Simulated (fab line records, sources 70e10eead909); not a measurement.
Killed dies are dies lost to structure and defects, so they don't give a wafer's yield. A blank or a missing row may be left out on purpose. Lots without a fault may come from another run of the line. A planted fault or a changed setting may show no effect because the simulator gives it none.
fab line records | flow nand_harc
record lots=14 wafers=42 last_day=34
route steps=1302 shown P_GATE@169 THIN_TSV@1263 END@1302
lots that met no fault: from a run of the same line without faults
start_h: hours from the record's first day to the start of the lot's first wafer shown | wait_h: hours since the lot's step before | " the same as in the row above | L1.1+2: a row that stands for several wafers | - no value, or no start given | * or withheld: withheld | < > ~ a bound
route shown NAME@n: a module of which the file shows steps, and the number in the route of the first | usual: mean/standard deviation of fault-free wafers | same: alike in all rows | chamber/n: place in a boat | sites: the reading at each site | _std_site: their standard deviation | _edge_site: outer sites' mean less inner sites' | radius_mm: how far each site lies from the wafer's centre | mask NAME#n: copy n | behind: the tool/chamber that last shaped the wafer | hold: why the lot was held/for how many hours/how that ended | device: the transistor (n, p or np) that didn't switch | end of line: the same wafers' tests at the end of the route | a step without rows: its recipe alone | killed: dies lost to structure and defects at the first sort, not the wafer's yield | map: a wafer's dies, x killed, . not, _ none there
set.NAME: the setting as run; set.NAME@STEP: as run at that earlier step | model.NAME: the simulator's own value behind a step, which no gauge read
steps of the route over a sample of lots; a table a step, a row a wafer
services: from which hour (start_h, from the record's first day; less than 0 if before it) a tool's chamber was out of use, for how many hours, and why
## steps
# step NHARC_P_GATE_DEVELOP_45
# recipe time_s=70
# columns lot.wafer tool chamber start_h wait_h
L912.2+5+6 litho_track-07 0 105 -
L914.1+2+6 litho_track-03 0 139 -
L915.1+3+5 litho_track-07 0 144 -
L916.2+3+4 litho_track-03 0 148 -
L917.2+3+4 litho_track-03 0 163 -
L918.3+5+6 litho_track-03 0 174 -
L920.1+2+4 litho_track-07 0 195 -
L922.2+4+5 litho_track-07 0 207 -
L923.1+3+6 litho_track-07 0 224 -
L924.2+4+5 litho_track-03 0 228 -
L926.1+5+6 litho_track-03 0 254 -
L925.1+3+4 litho_track-03 0 255 -
L930.2+4+5 litho_track-03 0 285 -
L935.2+3+5 litho_track-07 0 337 -
# step NHARC_THIN_TSV_ETCH_15
# recipe target_depth_a=30000 bosch_target_overetch_cycles=2 bosch_etch_step_s=2.8 bosch_dep_step_s=1.2 bosch_cycles=14
# usual drypump_motor_current_A=5.6/0.54
# same bosch_dep_step_s=1.2
# columns lot.wafer tool chamber start_h wait_h drypump_motor_current_A rf_hours_counter_h
L912.2 rie_si-01 3 538.61 0.8 6.2 1.1
L912.6 " 3 " " 6.2 -
L912.5 " 0 " " 6.0 -
L914.1 rie_si-02 2 573.69 - 6.1 0.6
L914.2 " 1 " " 5.3 0.7
L914.6 " 2 " " 6.1 -
L915.3 rie_si-06 1 577.98 - 6.3 0.9
L915.1 " 2 " " 6.8 0.9
L915.5 " 0 " " 4.8 -
L916.4 rie_si-01 2 579.28 - 5.2 0.1
L916.2 " 3 " " 6.2 0.1
L916.3 " 0 " " 6.0 0.1
L918.3 rie_si-06 0 613.03 - 4.8 0
L918.6 " 0 " " 4.8 -
L918.5 " 1 " " 6.4 -
L917.4 rie_si-02 0 614.09 - 5.2 0.9
L917.3 " 2 " " 6.1 0.8
L917.2 " 3 " " 4.9 0.8
L920.2 rie_si-02 3 628.51 - 4.9 0.9
L920.1 " 0 " " 5.2 1.0
L920.4 " 2 " " 6.0 0.9
L923.1 rie_si-01 1 650.07 - 5.7 0.6
L923.3 " 2 " " 5.2 0.5
L923.6 " 0 " " 6.0 -
L922.2 rie_si-02 3 656.58 - 4.9 0.1
L922.4 " 0 " " 5.1 0.2
L922.5 " 2 " " 6.0 -
L924.2 rie_si-02 0 664.51 - 5.2 0.2
L924.4 " 3 " " 5.0 -
L924.5 " 0 " " 5.2 -
L926.1 rie_si-02 0 679.84 - 5.2 0.3
L926.5 " 0 " " 5.2 -
L926.6 " 1 " " 5.3 -
L935.2 rie_si-02 0 798.79 - 5.2 1.1
L935.3 " 1 " " 5.3 1.1
L935.5 " 0 " " 5.1 -
# step NHARC_THIN_TSV_DEGAS_53
# recipe temp_c=300 time_s=60
# usual heater_power_w=479/45 susceptor_temp_C=300.01/0.2
# columns lot.wafer tool chamber start_h wait_h heater_power_w susceptor_temp_C
L912.2 pvd_sputter-03 - 542.98 0.1 451 300.06
L912.6 " - " " 440 299.53
L912.5 " - " " 450 299.86
L914.2 pvd_sputter-02 - 577.65 0.1 440 299.98
L914.1 " - " " 476 299.86
L914.6 " - " " 526 299.97
L915.3 pvd_sputter-02 - 582.12 0.1 465 299.81
L915.1 " - " " 534 300.16
L915.5 " - " " 535 300.31
L916.2 pvd_sputter-03 - 583.50 0.1 464 300.03
L916.3 " - " " 488 300.21
L916.4 " - " " 563 300.12
L918.3 pvd_sputter-02 - 616.99 0.1 522 300.13
L918.5 " - " " 428 299.96
L918.6 " - " " 492 299.84
L917.3 pvd_sputter-03 - 618.02 0.1 562 -
L917.2 " - " " 446 -
L917.4 " - " " 455 -
L920.2 pvd_sputter-02 - 632.47 0.1 482 -
L920.1 " - " " 529 -
L920.4 " - " " 436 -
L923.3 pvd_sputter-02 - 654.60 0.1 508 300.10
L923.1 " - " " 420 299.86
L923.6 " - " " 500 300.41
L922.2 pvd_sputter-03 - 660.49 0.1 502 300.03
L922.4 " - " " 581 299.87
L922.5 " - " " 483 300.19
L924.4 pvd_sputter-03 - 668.47 0.1 447 300.11
L924.2 " - " " 482 299.87
L924.5 " - " " 438 299.83
L926.1 pvd_sputter-03 - 683.88 0.1 440 299.91
L926.5 " - " " 569 300.31
L926.6 " - " " 431 299.80
L935.3 pvd_sputter-03 - 802.95 0.1 462 300.07
L935.2 " - " " 482 299.82
L935.5 " - " " 562 300.18
# step NHARC_THIN_TSV_CD_MEAS_37
# usual cd_nm=4998.6/2.7
# columns lot.wafer tool chamber start_h wait_h cd_nm
L912.2 cd_sem-02 - 545.57 - 4997.7
L912.5 " - " " 4998.7
L912.6 " - " " 4995.0
L914.1 cd_sem-02 - 580.21 - 4996.8
L914.2 " - " " 4996.2
L914.6 " - " " 4993.4
L915.1 cd_sem-01 - 584.70 - 5002.1
L915.3 " - " " 4999.7
L915.5 " - " " 4996.5
L916.2 cd_sem-02 - 585.95 - 4999.1
L916.3 " - " " 4995.4
L916.4 " - " " 4996.5
L918.3 cd_sem-03 - 619.42 - 4998.0
L918.5 " - " " 4999.6
L918.6 " - " " 4995.5
L917.2 cd_sem-01 - 620.47 - 4999.8
L917.3 " - " " 4999.7
L917.4 " - " " 4994.9
L920.1 cd_sem-03 - 634.92 - 4994.8
L920.2 " - " " 4994.0
L920.4 " - " " 4998.1
L923.1 cd_sem-01 - 657.19 - 4996.1
L923.3 " - " " 4998.3
L923.6 " - " " 4996.9
L922.2 cd_sem-01 - 662.95 - 4996.3
L922.4 " - " " 4997.1
L922.5 " - " " 4995.1
L924.2 cd_sem-02 - 671.07 - 4999.4
L924.4 " - " " 5004.3
L924.5 " - " " 4999.6
L926.1 cd_sem-01 - 686.45 - 4998.7
L926.5 " - " " 5000.9
L926.6 " - " " 4997.2
L935.2 cd_sem-02 - 805.55 - 4996.3
L935.3 " - " " 4997.6
L935.5 " - " " 5001.2
# step NHARC_END_SORT_01
# recipe temp_c=25
# usual killed_at_array=59/20 killed_at_other=0.8/1.2 killed_at_periphery=3.5/2.2 killed_dies=63/20 killed_open=3.3/1.8 killed_short=2.6/1.7
# same gross_dies=677
# columns lot.wafer tool chamber start_h wait_h killed_at_array killed_at_other killed_at_periphery killed_dies killed_open killed_short
L925.1 prober-01 0 693.13 2.5 39 1 637 677 2 1
L925.3 prober-01 0 694.74 3.1 35 0 642 677 6 2
L925.4 prober-01 0 695.54 3.4 27 1 649 677 2 1
L930.2 prober-01 0 736.17 2.8 91 0 586 677 4 5
L930.4 prober-01 0 737.77 3.4 82 0 595 677 2 3
L930.5 prober-01 0 738.57 3.7 87 0 590 677 5 3
# killed by level:class
L925.1 P_GATE:area_develop=634 A_CHANNEL_HOLE_D1:chamber_film_flake=14 A_CONTACT:chamber_film_flake=9 A_SLIT:chamber_film_flake=5 A_SGD_CUT:chamber_film_flake=3 P_STI:chamber_film_flake=2 A_CHANNEL_FILL_D2:chamber_film_flake=2 A_M0:chamber_film_flake=2
L925.3 P_GATE:area_develop=638 A_SGD_CUT:chamber_film_flake=8 A_CONTACT:chamber_film_flake=8 A_CHANNEL_HOLE_D1:chamber_film_flake=7 A_SLIT:chamber_film_flake=2 A_M0:chamber_film_flake=2 P_STI:geometric_particle:open=1 A_SOURCE_PLATE:geometric_particle:open=1
L925.4 P_GATE:area_develop=647 A_SGD_CUT:chamber_film_flake=11 A_CONTACT:chamber_film_flake=5 A_CHANNEL_HOLE_D1:chamber_film_flake=4 A_M0:chamber_film_flake=2 A_ONON_D1:geometric_particle:short=1 A_CHANNEL_FILL_D1:geometric_particle:open=1 A_BLC:geometric_particle:open=1
L930.2 P_GATE:area_develop=580 A_CHANNEL_HOLE_D1:chamber_film_flake=29 A_SLIT:chamber_film_flake=26 A_CHANNEL_HOLE_D2:chamber_film_flake=21 A_SGD_CUT:chamber_film_flake=3 A_WL_FILL:chamber_film_flake=2 A_CONTACT:chamber_film_flake=2 P_STI:geometric_particle:short=1
L930.4 P_GATE:area_develop=590 A_CHANNEL_HOLE_D1:chamber_film_flake=36 A_SLIT:chamber_film_flake=26 A_CHANNEL_HOLE_D2:chamber_film_flake=15 A_WL_FILL:geometric_particle:open=2 P_ZERO_WELL:chamber_film_flake=2 P_BONDPAD:chamber_film_flake=2 A_SOURCE_PLATE:geometric_particle:short=1
L930.5 P_GATE:area_develop=582 A_CHANNEL_HOLE_D1:chamber_film_flake=35 A_SLIT:chamber_film_flake=27 A_CHANNEL_HOLE_D2:chamber_film_flake=16 P_BONDPAD:chamber_film_flake=3 P_M0:geometric_particle:open=2 P_ZERO_WELL:chamber_film_flake=2 A_STAIRCASE:chamber_film_flake=2
## services
# columns tool chamber start_h hours kind
rie_si-02 1 93.82 7.2 repair
litho_track-03 - 100.00 7.0 pm
rie_si-02 - 100.00 9.0 pm
pvd_sputter-03 - 120.28 3.3 repair
rie_si-02 2 162.11 26.9 repair
pvd_sputter-03 - 170.14 10.0 pm
litho_track-03 - 275.00 7.0 pm
rie_si-02 - 277.00 9.0 pm
pvd_sputter-03 - 281.20 0.9 repair
pvd_sputter-03 - 348.14 10.0 pm
rie_si-02 0 367.68 4.3 repair
litho_track-03 - 450.00 7.0 pm
rie_si-02 - 454.00 9.0 pm
pvd_sputter-03 - 455.65 3.4 repair
pvd_sputter-03 - 503.13 0.6 repair
pvd_sputter-03 - 526.14 10.0 pm
pvd_sputter-03 - 558.22 1.5 repair
pvd_sputter-03 - 573.89 4.1 repair
litho_track-03 - 625.00 7.0 pm
rie_si-02 - 631.00 9.0 pm
rie_si-02 1 659.18 15.2 repair
rie_si-02 3 690.07 4.9 repair
pvd_sputter-03 - 704.14 10.0 pm
litho_track-03 - 800.00 7.0 pm
## key
first_sign step=NHARC_END_SORT_01 reading=killed_at_periphery direction=up sigmas=99+ usual=3.5 struck=616.5
effect step=NHARC_END_SORT_01 reading=killed_dies direction=up sigmas=31 usual=63 struck=677
more_kills_born_at NHARC_P_GATE_DEVELOP_45@litho_track-03=3671
met_at NHARC_P_GATE_DEVELOP_45
struck_lots L925,L930
later_rows_left_out L925.1,L925.3,L925.4,L930.2,L930.4,L930.5
tester_left_out L925,L930
not_acting_at NHARC_THIN_TSV_ETCH_15,NHARC_THIN_TSV_DEGAS_53,NHARC_THIN_TSV_CD_MEAS_37
onset_between 254 255
fault kind=process_parameter_drift tool=litho_track-03 chamber=- onset_h=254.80 steps=NHARC_P_GATE_DEVELOP_45 channel=time_s offset=* shape=step end_h=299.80 acts_in=* stated=*
# tester_left_out: of these lots the tester's yield and bins aren't shown, on N5 and GAA mostly nor the transistor test; their killed dies are dies lost to structure and defects alone, not to doping, threshold or leakage, so they don't give the yield
# later_rows_left_out: the simulator's readings of these wafers behind a module that went badly wrong aren't trusted and aren't shown, but for the sort
